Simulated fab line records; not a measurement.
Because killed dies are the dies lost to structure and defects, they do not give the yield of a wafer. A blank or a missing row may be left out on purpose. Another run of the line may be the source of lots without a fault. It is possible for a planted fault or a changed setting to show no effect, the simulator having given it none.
A single fault, viewed from 3 desks -- flow n5_finfet -- what lay behind the numbers comes last; until then each desk has only its own

## METROLOGY DESK
What the gauges read, lot by lot, whatever tool the lot ran on: means of the sampled wafers that have a number. Any lot whose mean is over 4 standard deviations away from the usual mean is out of limits and marked OUT; that distance is given in the brackets.
Columns: A = cd_nm at N5_BEOL_M5_CD_MEAS_28, usual 30.59 nm; B = V4_OVL at N5_BEOL_M5_OVL_MEAS_29, usual -0.2 nm
lot,first seen here,A,B
L570,day 9 05:40,30.73,-0.4
L579,day 10 15:28,30.68,-0.6
L584,day 12 15:44,30.31,-0.1
L588,day 13 06:49,30.45,0.2
L586,day 13 07:34,30.58,-0.5
L589,day 14 08:20,30.33,-0.5
Finding of this desk: none of the 6 lots has anything out of limits.

## FOR THE TOOL OWNER'S DESK: rie_diel-02
The tool's own readings at N5_BEOL_M5_ETCH_68 (etches SOC in N2/H2, target depth 80 nm, overetch 16 nm, time 120 s): means of the sampled wafers that have a number, for each lot that ran on this tool. Any lot whose mean is over 4 standard deviations away from the usual mean is out of limits and marked OUT; that distance is given in the brackets.
Columns: A = drypump_motor_current_A at N5_BEOL_M5_ETCH_68, usual 5.8 A; B = oes_product_au at N5_BEOL_M5_ETCH_68, usual 0.61 a.u.; C = rf_vpp_V at N5_BEOL_M5_ETCH_68, usual 523.7 V; D = showerhead_plenum_p_Torr at N5_BEOL_M5_ETCH_68, usual 2.54 Torr; E = throttle_valve_pct at N5_BEOL_M5_ETCH_68, usual 17.85 %
lot,first seen here,A,B,C,D,E
L579,day 10 15:46,5.4,0.61,520.9,2.43,17.89
L588,day 13 07:01,5.8,0.63,525.5,2.58,17.95
L586,day 13 07:46,6.2,0.65,523.1,2.50,17.68
Finding of this desk: none of the 3 lots has anything out of limits.

## THE DEFECT DESK
What the inspections along the route counted, lot by lot: means of the sampled wafers that have a number. Any lot whose mean is over 4 standard deviations away from the usual mean is out of limits and marked OUT; that distance is given in the brackets.
Columns: A = raw_defect_count at N5_BEOL_M5_INSPECT_30, usual 392
lot,first seen here,A
L570,day 9 05:45,423
L579,day 10 15:33,456
L584,day 12 15:49,421
L588,day 13 06:55,325
L586,day 13 07:39,336
L589,day 14 08:26,468
Finding of this desk: none of the 6 lots has anything out of limits.

## TAKEN TOGETHER
From the metrology desk's view, nothing was out of limits.
Nothing out of limits was seen by the tool owner's desk.
No out-of-limits result turned up at the defect desk.

## WHAT THE SIMULATOR HAD INSERTED
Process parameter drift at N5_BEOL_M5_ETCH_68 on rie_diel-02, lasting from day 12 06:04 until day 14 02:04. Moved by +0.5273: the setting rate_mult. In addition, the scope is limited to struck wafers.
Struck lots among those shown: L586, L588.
